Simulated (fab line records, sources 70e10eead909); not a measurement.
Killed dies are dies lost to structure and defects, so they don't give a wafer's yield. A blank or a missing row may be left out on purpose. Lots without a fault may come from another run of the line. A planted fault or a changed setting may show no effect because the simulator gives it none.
Chamber matching | flow nand_harc | NHARC_THIN_TSV_DEP_47 on pecvd-02: 3 sister chambers
The step deposits SiO2, target thk 200 nm. 14 wafers are shown with their chamber, then 7 later ones without.

WAFERS WITH THEIR CHAMBER
wafer  | chamber | throttle_valve_pct (%) | flow_sccm (sccm)
L272.2 | 0       | 15.8                   | 2648
L272.4 | 1       | 16.7                   | 2657
L272.6 | 2       | 16.6                   | 2655
L273.1 | 2       | 16.4                   | 2654
L273.3 | 1       | 16.4                   | 2661
L273.6 | 1       | 16.3                   | 2668
L275.1 | 1       | 16.8                   | 2645
L275.3 | 0       | 15.9                   | 2649
L275.5 | 1       | 16.6                   | 2644
L289.4 | 2       | 16.1                   | 2643
L289.5 | 0       | 15.8                   | 2649
L289.6 | 1       | 16.4                   | 2645
L291.2 | 1       | 16.4                   | 2655
L291.3 | 0       | 15.4                   | 2639

SIGNATURES (means of the wafers above)
reading            | chamber 0 | chamber 1 | chamber 2 | scatter within a chamber
throttle_valve_pct | 15.725    | 16.514    | 16.367    | 0.209
flow_sccm          | 2646.25   | 2653.57   | 2650.67   | 7.83
Rule: a wafer's distance from a chamber is the root of the sum, over the readings, of the square of ((its reading less the chamber's mean) divided by the reading's scatter). The wafer belongs to the nearest chamber; if the next one is less than 2 further off, it can't be placed. The scatter: the root of (the sum of the squares of (reading less its chamber's mean) over the shown wafers, divided by (wafers less chambers)).

WAFERS WITHOUT THEIR CHAMBER
wafer  | throttle_valve_pct (%) | flow_sccm (sccm)
L291.6 | 16.0                   | 2646
L292.1 | 15.5                   | 2631
L292.3 | 16.5                   | 2658
L292.5 | 16.0                   | 2637
L295.2 | 16.1                   | 2653
L295.3 | 15.9                   | 2653
L295.6 | 16.1                   | 2653

WHICH CHAMBER EACH WENT THROUGH
wafer  | from the rows above          | in truth
L291.6 | can't be placed: 0 or 2 or 1 | 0
L292.1 | 0                            | 0
L292.3 | can't be placed: 1 or 2      | 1
L292.5 | can't be placed: 0 or 2 or 1 | 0
L295.2 | can't be placed: 2 or 1 or 0 | 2
L295.3 | can't be placed: 0 or 2 or 1 | 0
L295.6 | can't be placed: 2 or 1 or 0 | 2
Placed correctly: 1 of 7. Can't be placed from these rows: 6 (the true chamber is among the candidates in 6). Placed wrongly: 0.
